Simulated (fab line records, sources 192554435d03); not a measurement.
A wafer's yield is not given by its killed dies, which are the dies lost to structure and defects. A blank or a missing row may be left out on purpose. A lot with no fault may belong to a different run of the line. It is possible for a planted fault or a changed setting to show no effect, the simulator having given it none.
fab line records / flow n5_finfet / part 2 of 2: steps 14 to 25 of 25
record: lots: 5 wafers: 15 last_day: 17
route steps=1938 shown BEOL_M3@969
lots that met no fault: taken from a fault-free run of the same line
start_h: hours from the record's first day to the start of the lot's first wafer shown / wait_h: how many hours have passed since the lot's step before this one / " same as the row above / L1.1+2: a single row standing in for several wafers / - value missing, or start not given / * or withheld: withheld / < > ~ a bound
route shown NAME@n: names a module that has steps shown in the file, with the first one's number in the route / usual: the fault-free wafers' mean and standard deviation / same: alike in all rows / chamber/n: place in a boat / sites: the reading at each site / _std_site: how widely they spread, as a standard deviation / _edge_site: mean of outer sites minus mean of inner sites / radius_mm: how far each site lies from the wafer's centre / mask NAME#n: copy n / behind: the last tool/chamber to shape the wafer / hold: reason for holding the lot/hours on hold/outcome of the hold / device: which transistor (n, p or np) failed to switch / end of line: the route-end tests of the same wafers / step lacking rows: just its recipe / killed: the dies lost at the first sort to structure and to defects; this is not the yield of the wafer / map: a wafer's dies, x killed, . not, _ none there
set.NAME: the run value of the setting; set.NAME@STEP: its run value at that earlier step / model.NAME: the simulator's own value behind a step, which no gauge read
lots at some steps of the route; a table a step, a row a wafer
services: a tool's chamber out of use, with start hour (start_h, from the record's first day; less than 0 if before it), hours out, and reason
== steps ==
step: N5_BEOL_M3_STRIP_97
recipe: chemistry: N2/H2 time_s: 10 power_w: 450 temp_c: 40 pressure_mtorr: 20 rf_frequency_hz: 6e+07 bias_power_w: 7 n2_flow_sccm: 200 h2_flow_sccm: 200
usual: chamber_pressure_mTorr: 20.002/0.018 drypump_motor_current_A: 5.5/0.34 oes_product_au: 0.76/0.087 rf_vpp_V: 59.1/0.84 showerhead_plenum_p_Torr: 2.54/0.07 throttle_valve_pct: 23.7/0.36
lot.wafer=L076.1 tool=rie_diel-01 chamber=0 start_h=- wait_h=- chamber_pressure_mTorr=20.034 drypump_motor_current_A=5.3 oes_product_au=0.90 rf_hours_counter_h=30 rf_vpp_V=60.3 showerhead_plenum_p_Torr=2.57 throttle_valve_pct=23.6
lot.wafer=L076.4 tool=rie_diel-01 chamber=3 start_h=- wait_h=- chamber_pressure_mTorr=20.004 drypump_motor_current_A=5.2 oes_product_au=0.68 rf_hours_counter_h=219 rf_vpp_V=58.9 showerhead_plenum_p_Torr=2.51 throttle_valve_pct=23.7
lot.wafer=L076.6 tool=rie_diel-01 chamber=2 start_h=- wait_h=- chamber_pressure_mTorr=19.982 drypump_motor_current_A=5.9 oes_product_au=0.73 rf_hours_counter_h=- rf_vpp_V=58.9 showerhead_plenum_p_Torr=2.51 throttle_valve_pct=24.1
lot.wafer=L081.1 tool=rie_diel-06 chamber=2 start_h=- wait_h=- chamber_pressure_mTorr=19.996 drypump_motor_current_A=5.0 oes_product_au=0.87 rf_hours_counter_h=63 rf_vpp_V=58.8 showerhead_plenum_p_Torr=2.57 throttle_valve_pct=23.4
lot.wafer=L081.3 tool=rie_diel-06 chamber=1 start_h=- wait_h=- chamber_pressure_mTorr=20.025 drypump_motor_current_A=6.0 oes_product_au=0.70 rf_hours_counter_h=217 rf_vpp_V=59.6 showerhead_plenum_p_Torr=2.63 throttle_valve_pct=24.1
lot.wafer=L081.4 tool=rie_diel-06 chamber=3 start_h=- wait_h=- chamber_pressure_mTorr=19.979 drypump_motor_current_A=4.9 oes_product_au=0.70 rf_hours_counter_h=224 rf_vpp_V=58.8 showerhead_plenum_p_Torr=2.38 throttle_valve_pct=23.8
lot.wafer=L082.2 tool=rie_diel-02 chamber=3 start_h=- wait_h=- chamber_pressure_mTorr=20.012 drypump_motor_current_A=5.7 oes_product_au=0.70 rf_hours_counter_h=235 rf_vpp_V=59.0 showerhead_plenum_p_Torr=2.50 throttle_valve_pct=24.0
lot.wafer=L082.5 tool=rie_diel-02 chamber=3 start_h=- wait_h=- chamber_pressure_mTorr=19.994 drypump_motor_current_A=5.7 oes_product_au=0.70 rf_hours_counter_h=- rf_vpp_V=58.9 showerhead_plenum_p_Torr=2.50 throttle_valve_pct=24.0
lot.wafer=L082.6 tool=rie_diel-02 chamber=1 start_h=- wait_h=- chamber_pressure_mTorr=20.017 drypump_motor_current_A=5.9 oes_product_au=0.70 rf_hours_counter_h=- rf_vpp_V=59.6 showerhead_plenum_p_Torr=2.50 throttle_valve_pct=23.4
lot.wafer=L091.3 tool=rie_diel-06 chamber=3 start_h=- wait_h=- chamber_pressure_mTorr=19.996 drypump_motor_current_A=4.9 oes_product_au=0.70 rf_hours_counter_h=241 rf_vpp_V=58.2 showerhead_plenum_p_Torr=2.38 throttle_valve_pct=23.8
lot.wafer=L091.4 tool=rie_diel-06 chamber=1 start_h=- wait_h=- chamber_pressure_mTorr=19.999 drypump_motor_current_A=6.0 oes_product_au=0.68 rf_hours_counter_h=236 rf_vpp_V=59.4 showerhead_plenum_p_Torr=2.62 throttle_valve_pct=24.1
lot.wafer=L091.5 tool=rie_diel-06 chamber=3 start_h=- wait_h=- chamber_pressure_mTorr=20.017 drypump_motor_current_A=4.9 oes_product_au=0.68 rf_hours_counter_h=- rf_vpp_V=58.0 showerhead_plenum_p_Torr=2.38 throttle_valve_pct=23.8
lot.wafer=L096.1 tool=rie_diel-02 chamber=3 start_h=- wait_h=- chamber_pressure_mTorr=20.001 drypump_motor_current_A=5.7 oes_product_au=0.97 rf_hours_counter_h=4 rf_vpp_V=58.7 showerhead_plenum_p_Torr=2.49 throttle_valve_pct=23.8
lot.wafer=L096.2 tool=rie_diel-02 chamber=0 start_h=- wait_h=- chamber_pressure_mTorr=19.990 drypump_motor_current_A=5.8 oes_product_au=0.84 rf_hours_counter_h=75 rf_vpp_V=60.4 showerhead_plenum_p_Torr=2.54 throttle_valve_pct=23.0
lot.wafer=L096.3 tool=rie_diel-02 chamber=2 start_h=- wait_h=- chamber_pressure_mTorr=19.987 drypump_motor_current_A=5.7 oes_product_au=0.92 rf_hours_counter_h=24 rf_vpp_V=58.6 showerhead_plenum_p_Torr=2.56 throttle_valve_pct=23.0
step: N5_BEOL_M3_OCD_MEAS_38
usual: trench_depth_nm: 55.4/1.4
lot.wafer=L076.1 tool=ocd-01 chamber=- start_h=162.32 wait_h=- trench_depth_nm=56.7
lot.wafer=L076.4 tool=ocd-01 chamber=- start_h=162.32 wait_h=- trench_depth_nm=54.1
lot.wafer=L076.6 tool=ocd-01 chamber=- start_h=162.32 wait_h=- trench_depth_nm=56.1
lot.wafer=L081.1 tool=ocd-02 chamber=- start_h=191.78 wait_h=- trench_depth_nm=57.2
lot.wafer=L081.3 tool=ocd-02 chamber=- start_h=191.78 wait_h=- trench_depth_nm=56.5
lot.wafer=L081.4 tool=ocd-02 chamber=- start_h=191.78 wait_h=- trench_depth_nm=56.1
lot.wafer=L082.2 tool=ocd-01 chamber=- start_h=196.95 wait_h=- trench_depth_nm=53.8
lot.wafer=L082.5 tool=ocd-01 chamber=- start_h=196.95 wait_h=- trench_depth_nm=53.8
lot.wafer=L082.6 tool=ocd-01 chamber=- start_h=196.95 wait_h=- trench_depth_nm=54.2
lot.wafer=L091.3 tool=ocd-01 chamber=- start_h=251.63 wait_h=- trench_depth_nm=55.3
lot.wafer=L091.4 tool=ocd-01 chamber=- start_h=251.63 wait_h=- trench_depth_nm=56.7
lot.wafer=L091.5 tool=ocd-01 chamber=- start_h=251.63 wait_h=- trench_depth_nm=55.8
lot.wafer=L096.1 tool=ocd-02 chamber=- start_h=289.19 wait_h=- trench_depth_nm=55.3
lot.wafer=L096.2 tool=ocd-02 chamber=- start_h=289.19 wait_h=- trench_depth_nm=54.4
lot.wafer=L096.3 tool=ocd-02 chamber=- start_h=289.19 wait_h=- trench_depth_nm=55.2
step: N5_BEOL_M3_HM_STRIP_39
recipe: chemistry: peroxide_tin_strip material: TiN target_depth_a: 250 temp_c: 50 time_s: 158
lot.wafer=L076.1+4+6 tool=wet_bench-04 chamber=2,3,1 start_h=162.35 wait_h=0.0
lot.wafer=L081.1+3+4 tool=wet_bench-06 chamber=0,2,7 start_h=191.82 wait_h=0.0
lot.wafer=L082.2+5+6 tool=wet_bench-04 chamber=5,0,6 start_h=196.98 wait_h=0.0
lot.wafer=L091.3+4+5 tool=wet_bench-03 chamber=6,1,0 start_h=251.65 wait_h=0.0
lot.wafer=L096.1+2+3 tool=wet_bench-03 chamber=5,3,6 start_h=289.23 wait_h=0.0
step: N5_BEOL_M3_SRD_40
recipe: time_s: 30 temp_c: 23 rinse_liquid: diw dry: ipa_marangoni
lot.wafer=L076.1+4+6 tool=wet_bench-04 chamber=2,3,1 start_h=162.41 wait_h=0.0
lot.wafer=L081.1+3+4 tool=wet_bench-06 chamber=0,2,7 start_h=191.86 wait_h=0.0
lot.wafer=L082.2+5+6 tool=wet_bench-04 chamber=5,0,6 start_h=197.02 wait_h=0.0
lot.wafer=L091.3+4+5 tool=wet_bench-03 chamber=6,1,0 start_h=251.71 wait_h=0.0
lot.wafer=L096.1+2+3 tool=wet_bench-03 chamber=5,3,6 start_h=289.27 wait_h=0.0
step: N5_BEOL_M3_PRECLEAN_42
recipe: chemistry: residue_remover time_s: 60 temp_c: 40
lot.wafer=L076.1+4+6 tool=wet_bench-04 chamber=2,3,1 start_h=162.42 wait_h=0.0
lot.wafer=L081.1+3+4 tool=wet_bench-06 chamber=0,2,7 start_h=191.88 wait_h=0.0
lot.wafer=L082.2+5+6 tool=wet_bench-04 chamber=5,0,6 start_h=197.04 wait_h=0.0
lot.wafer=L091.3+4+5 tool=wet_bench-03 chamber=6,1,0 start_h=251.72 wait_h=0.0
lot.wafer=L096.1+2+3 tool=wet_bench-03 chamber=5,3,6 start_h=289.29 wait_h=0.0
step: N5_BEOL_M3_SRD_43
recipe: time_s: 30 temp_c: 23 rinse_liquid: diw dry: ipa_marangoni
lot.wafer=L076.1+4+6 tool=wet_bench-04 chamber=2,3,1 start_h=162.44 wait_h=0.0
lot.wafer=L081.1+3+4 tool=wet_bench-06 chamber=0,2,7 start_h=191.90 wait_h=0.0
lot.wafer=L082.2+5+6 tool=wet_bench-04 chamber=5,0,6 start_h=197.06 wait_h=0.0
lot.wafer=L091.3+4+5 tool=wet_bench-03 chamber=6,1,0 start_h=251.74 wait_h=0.0
lot.wafer=L096.1+2+3 tool=wet_bench-03 chamber=5,3,6 start_h=289.31 wait_h=0.0
step: N5_BEOL_M3_CD_MEAS_35
recipe: target_cd_nm: 18 target_cd_y_nm: 21 polarity: opening
usual: cd_nm: 18.0/0.39
lot.wafer=L076.1 tool=cd_sem-01 chamber=- start_h=162.48 wait_h=0.0 cd_nm=18.1
lot.wafer=L076.4 tool=cd_sem-01 chamber=- start_h=162.48 wait_h=0.0 cd_nm=17.8
lot.wafer=L076.6 tool=cd_sem-01 chamber=- start_h=162.48 wait_h=0.0 cd_nm=17.5
lot.wafer=L081.1 tool=cd_sem-03 chamber=- start_h=191.94 wait_h=0.0 cd_nm=17.6
lot.wafer=L081.3 tool=cd_sem-03 chamber=- start_h=191.94 wait_h=0.0 cd_nm=18.1
lot.wafer=L081.4 tool=cd_sem-03 chamber=- start_h=191.94 wait_h=0.0 cd_nm=17.6
lot.wafer=L082.2 tool=cd_sem-03 chamber=- start_h=197.10 wait_h=0.0 cd_nm=18.2
lot.wafer=L082.5 tool=cd_sem-03 chamber=- start_h=197.10 wait_h=0.0 cd_nm=17.9
lot.wafer=L082.6 tool=cd_sem-03 chamber=- start_h=197.10 wait_h=0.0 cd_nm=17.6
lot.wafer=L091.3 tool=cd_sem-03 chamber=- start_h=251.79 wait_h=0.0 cd_nm=17.9
lot.wafer=L091.4 tool=cd_sem-03 chamber=- start_h=251.79 wait_h=0.0 cd_nm=18.2
lot.wafer=L091.5 tool=cd_sem-03 chamber=- start_h=251.79 wait_h=0.0 cd_nm=18.2
lot.wafer=L096.1 tool=cd_sem-01 chamber=- start_h=289.35 wait_h=0.0 cd_nm=18.3
lot.wafer=L096.2 tool=cd_sem-01 chamber=- start_h=289.35 wait_h=0.0 cd_nm=18.1
lot.wafer=L096.3 tool=cd_sem-01 chamber=- start_h=289.35 wait_h=0.0 cd_nm=18.5
step: N5_BEOL_M3_DEGAS_44
recipe: ambient: vacuum temp_c: 250 time_s: 60
usual: heater_power_w: 329/25
lot.wafer=L076.1 tool=pvd_sputter-02 chamber=- start_h=163.09 wait_h=0.6 heater_power_w=352
lot.wafer=L076.4 tool=pvd_sputter-02 chamber=- start_h=163.09 wait_h=0.6 heater_power_w=283
lot.wafer=L076.6 tool=pvd_sputter-02 chamber=- start_h=163.09 wait_h=0.6 heater_power_w=296
lot.wafer=L081.1 tool=pvd_sputter-01 chamber=- start_h=192.51 wait_h=0.6 heater_power_w=298
lot.wafer=L081.3 tool=pvd_sputter-01 chamber=- start_h=192.51 wait_h=0.6 heater_power_w=312
lot.wafer=L081.4 tool=pvd_sputter-01 chamber=- start_h=192.51 wait_h=0.6 heater_power_w=352
lot.wafer=L082.2 tool=pvd_sputter-02 chamber=- start_h=197.64 wait_h=0.5 heater_power_w=298
lot.wafer=L082.5 tool=pvd_sputter-02 chamber=- start_h=197.64 wait_h=0.5 heater_power_w=374
lot.wafer=L082.6 tool=pvd_sputter-02 chamber=- start_h=197.64 wait_h=0.5 heater_power_w=288
lot.wafer=L091.3 tool=pvd_sputter-02 chamber=- start_h=252.11 wait_h=0.3 heater_power_w=364
lot.wafer=L091.4 tool=pvd_sputter-02 chamber=- start_h=252.11 wait_h=0.3 heater_power_w=297
lot.wafer=L091.5 tool=pvd_sputter-02 chamber=- start_h=252.11 wait_h=0.3 heater_power_w=341
lot.wafer=L096.1 tool=pvd_sputter-02 chamber=- start_h=290.00 wait_h=0.7 heater_power_w=349
lot.wafer=L096.2 tool=pvd_sputter-02 chamber=- start_h=290.00 wait_h=0.7 heater_power_w=342
lot.wafer=L096.3 tool=pvd_sputter-02 chamber=- start_h=290.00 wait_h=0.7 heater_power_w=288
step: N5_BEOL_M3_PRE_CLEAN_45
recipe: gas: H2/He time_s: 30 temp_c: 250
usual: heater_power_w: 329/25
lot.wafer=L076.1 tool=pvd_sputter-02 chamber=- start_h=163.13 wait_h=0.0 heater_power_w=366
lot.wafer=L076.4 tool=pvd_sputter-02 chamber=- start_h=163.13 wait_h=0.0 heater_power_w=278
lot.wafer=L076.6 tool=pvd_sputter-02 chamber=- start_h=163.13 wait_h=0.0 heater_power_w=299
lot.wafer=L081.1 tool=pvd_sputter-01 chamber=- start_h=192.55 wait_h=0.0 heater_power_w=303
lot.wafer=L081.3 tool=pvd_sputter-01 chamber=- start_h=192.55 wait_h=0.0 heater_power_w=313
lot.wafer=L081.4 tool=pvd_sputter-01 chamber=- start_h=192.55 wait_h=0.0 heater_power_w=348
lot.wafer=L082.2 tool=pvd_sputter-02 chamber=- start_h=197.68 wait_h=0.0 heater_power_w=290
lot.wafer=L082.5 tool=pvd_sputter-02 chamber=- start_h=197.68 wait_h=0.0 heater_power_w=353
lot.wafer=L082.6 tool=pvd_sputter-02 chamber=- start_h=197.68 wait_h=0.0 heater_power_w=283
lot.wafer=L091.3 tool=pvd_sputter-02 chamber=- start_h=252.15 wait_h=0.0 heater_power_w=361
lot.wafer=L091.4 tool=pvd_sputter-02 chamber=- start_h=252.15 wait_h=0.0 heater_power_w=285
lot.wafer=L091.5 tool=pvd_sputter-02 chamber=- start_h=252.15 wait_h=0.0 heater_power_w=347
lot.wafer=L096.1 tool=pvd_sputter-02 chamber=- start_h=290.04 wait_h=0.0 heater_power_w=350
lot.wafer=L096.2 tool=pvd_sputter-02 chamber=- start_h=290.04 wait_h=0.0 heater_power_w=346
lot.wafer=L096.3 tool=pvd_sputter-02 chamber=- start_h=290.04 wait_h=0.0 heater_power_w=289
step: N5_BEOL_M3_ALD_84
recipe: material: TaN target_thk_a: * temp_c: 275 ald_precursor_family: PDMAT ald_co_reactant: NH3 pressure_torr: 3 carrier_flow_sccm: 1500 pulse_time_s: 2 purge_time_s: 3 co_reactant_purge_time_s: 2 co_reactant_pulse_time_s: 3 ald_cycles: 30 precursor_vessel_temp_c: 75 precursor_vessel_pressure_torr: 26.25 precursor_vessel_carrier_sccm: 1000
usual: heater_power_w: 417/25
same: ald_cycles: 30
lot.wafer=L076.1 tool=ald_metal-04 chamber=3 start_h=163.19 wait_h=0.0 heater_power_w=436
lot.wafer=L076.4 tool=ald_metal-04 chamber=1 start_h=163.19 wait_h=0.0 heater_power_w=410
lot.wafer=L076.6 tool=ald_metal-04 chamber=2 start_h=163.19 wait_h=0.0 heater_power_w=358
lot.wafer=L081.1 tool=ald_metal-03 chamber=1 start_h=192.75 wait_h=0.2 heater_power_w=414
lot.wafer=L081.3 tool=ald_metal-03 chamber=0 start_h=192.75 wait_h=0.2 heater_power_w=414
lot.wafer=L081.4 tool=ald_metal-03 chamber=2 start_h=192.75 wait_h=0.2 heater_power_w=430
lot.wafer=L082.2 tool=ald_metal-04 chamber=3 start_h=197.74 wait_h=0.0 heater_power_w=445
lot.wafer=L082.5 tool=ald_metal-04 chamber=1 start_h=197.74 wait_h=0.0 heater_power_w=412
lot.wafer=L082.6 tool=ald_metal-04 chamber=2 start_h=197.74 wait_h=0.0 heater_power_w=362
lot.wafer=L091.3 tool=ald_metal-04 chamber=3 start_h=252.24 wait_h=0.1 heater_power_w=427
lot.wafer=L091.4 tool=ald_metal-04 chamber=3 start_h=252.24 wait_h=0.1 heater_power_w=437
lot.wafer=L091.5 tool=ald_metal-04 chamber=1 start_h=252.24 wait_h=0.1 heater_power_w=411
lot.wafer=L096.1 tool=ald_metal-03 chamber=0 start_h=290.16 wait_h=0.1 heater_power_w=410
lot.wafer=L096.2 tool=ald_metal-03 chamber=2 start_h=290.16 wait_h=0.1 heater_power_w=430
lot.wafer=L096.3 tool=ald_metal-03 chamber=1 start_h=290.16 wait_h=0.1 heater_power_w=409
step: N5_BEOL_M3_SURFACE_TREAT_85
recipe: gas: Ar time_s: * ion_energy_ev: * ion_current_ma_cm2: 0.5 pressure_mtorr: * ar_flow_sccm: 30
usual: ar_flow_sccm: 30.00/0.096 throttle_valve_pct: *
lot.wafer=L076.1 tool=pvd_sputter-01 chamber=- start_h=163.58 wait_h=0.3 ar_flow_sccm=30.15 throttle_valve_pct=*
lot.wafer=L076.4 tool=pvd_sputter-01 chamber=- start_h=163.58 wait_h=0.3 ar_flow_sccm=30.05 throttle_valve_pct=*
lot.wafer=L076.6 tool=pvd_sputter-01 chamber=- start_h=163.58 wait_h=0.3 ar_flow_sccm=29.99 throttle_valve_pct=*
lot.wafer=L081.1 tool=pvd_sputter-02 chamber=- start_h=193.25 wait_h=0.4 ar_flow_sccm=30.01 throttle_valve_pct=*
lot.wafer=L081.3 tool=pvd_sputter-02 chamber=- start_h=193.25 wait_h=0.4 ar_flow_sccm=30.00 throttle_valve_pct=*
lot.wafer=L081.4 tool=pvd_sputter-02 chamber=- start_h=193.25 wait_h=0.4 ar_flow_sccm=29.86 throttle_valve_pct=*
lot.wafer=L082.2 tool=pvd_sputter-03 chamber=- start_h=197.96 wait_h=0.1 ar_flow_sccm=29.95 throttle_valve_pct=*
lot.wafer=L082.5 tool=pvd_sputter-03 chamber=- start_h=197.96 wait_h=0.1 ar_flow_sccm=30.01 throttle_valve_pct=*
lot.wafer=L082.6 tool=pvd_sputter-03 chamber=- start_h=197.96 wait_h=0.1 ar_flow_sccm=29.97 throttle_valve_pct=*
lot.wafer=L091.3 tool=pvd_sputter-01 chamber=- start_h=254.24 wait_h=1.9 ar_flow_sccm=30.02 throttle_valve_pct=*
lot.wafer=L091.4 tool=pvd_sputter-01 chamber=- start_h=254.24 wait_h=1.9 ar_flow_sccm=29.97 throttle_valve_pct=*
lot.wafer=L091.5 tool=pvd_sputter-01 chamber=- start_h=254.24 wait_h=1.9 ar_flow_sccm=30.06 throttle_valve_pct=*
lot.wafer=L096.1 tool=pvd_sputter-02 chamber=- start_h=290.46 wait_h=0.2 ar_flow_sccm=29.78 throttle_valve_pct=*
lot.wafer=L096.2 tool=pvd_sputter-02 chamber=- start_h=290.46 wait_h=0.2 ar_flow_sccm=30.07 throttle_valve_pct=*
lot.wafer=L096.3 tool=pvd_sputter-02 chamber=- start_h=290.46 wait_h=0.2 ar_flow_sccm=29.98 throttle_valve_pct=*
step: N5_BEOL_M3_CVD_47
recipe: material: Co target_thk_a: 30 temp_c: withheld precursor: CCTBA/H2 pressure_torr: 30 time_s: 223.8
lot.wafer=L076.1+4+6 tool=cvd_co-01 chamber=2,0,1 start_h=163.76 wait_h=0.2
lot.wafer=L081.1+3+4 tool=cvd_co-01 chamber=1,0,1 start_h=193.93 wait_h=0.7
lot.wafer=L082.2+5+6 tool=cvd_co-02 chamber=1,1,0 start_h=198.18 wait_h=0.2
lot.wafer=L091.3+4+5 tool=cvd_co-02 chamber=0,2,1 start_h=254.39 wait_h=0.1
lot.wafer=L096.1+2+3 tool=cvd_co-01 chamber=1,2,0 start_h=290.52 wait_h=0.0
== services ==
tool=rie_diel-06 chamber=2 start_h=139.56 hours=7.7 kind=repair
tool=rie_diel-01 chamber=3 start_h=142.69 hours=2.2 kind=repair
tool=ald_sin-01 chamber=3 start_h=158.58 hours=5.2 kind=repair
tool=ald_metal-03 chamber=- start_h=165.29 hours=2.8 kind=pm
tool=pvd_sputter-02 chamber=- start_h=166.21 hours=1.9 kind=repair
tool=cvd_co-02 chamber=- start_h=167.00 hours=2.8 kind=pm
tool=rie_diel-02 chamber=1 start_h=178.83 hours=7.1 kind=repair
tool=cvd_co-01 chamber=- start_h=181.82 hours=6.9 kind=pm
tool=pvd_sputter-03 chamber=- start_h=186.93 hours=2.6 kind=repair
tool=cvd_co-02 chamber=- start_h=188.95 hours=6.0 kind=pm
tool=ald_metal-03 chamber=- start_h=189.49 hours=0.4 kind=repair
tool=rie_diel-02 chamber=2 start_h=196.07 hours=- kind=clean
tool=ald_sin-01 chamber=- start_h=199.15 hours=6.0 kind=pm
tool=cvd_co-01 chamber=- start_h=201.31 hours=1.5 kind=repair
tool=cvd_co-02 chamber=2 start_h=203.30 hours=12.0 kind=repair
tool=ald_sin-01 chamber=3 start_h=211.06 hours=9.5 kind=repair
tool=rie_diel-01 chamber=2 start_h=220.13 hours=3.2 kind=repair
tool=ald_sin-01 chamber=3 start_h=239.15 hours=3.4 kind=repair
tool=ald_metal-04 chamber=0 start_h=251.33 hours=5.2 kind=repair
tool=cvd_co-01 chamber=- start_h=257.08 hours=2.8 kind=pm
tool=rie_diel-02 chamber=3 start_h=266.56 hours=10.3 kind=repair
tool=ald_sin-02 chamber=- start_h=268.25 hours=14.0 kind=pm
tool=ald_sin-01 chamber=0 start_h=272.91 hours=6.6 kind=repair
tool=cvd_co-01 chamber=- start_h=281.73 hours=4.3 kind=pm
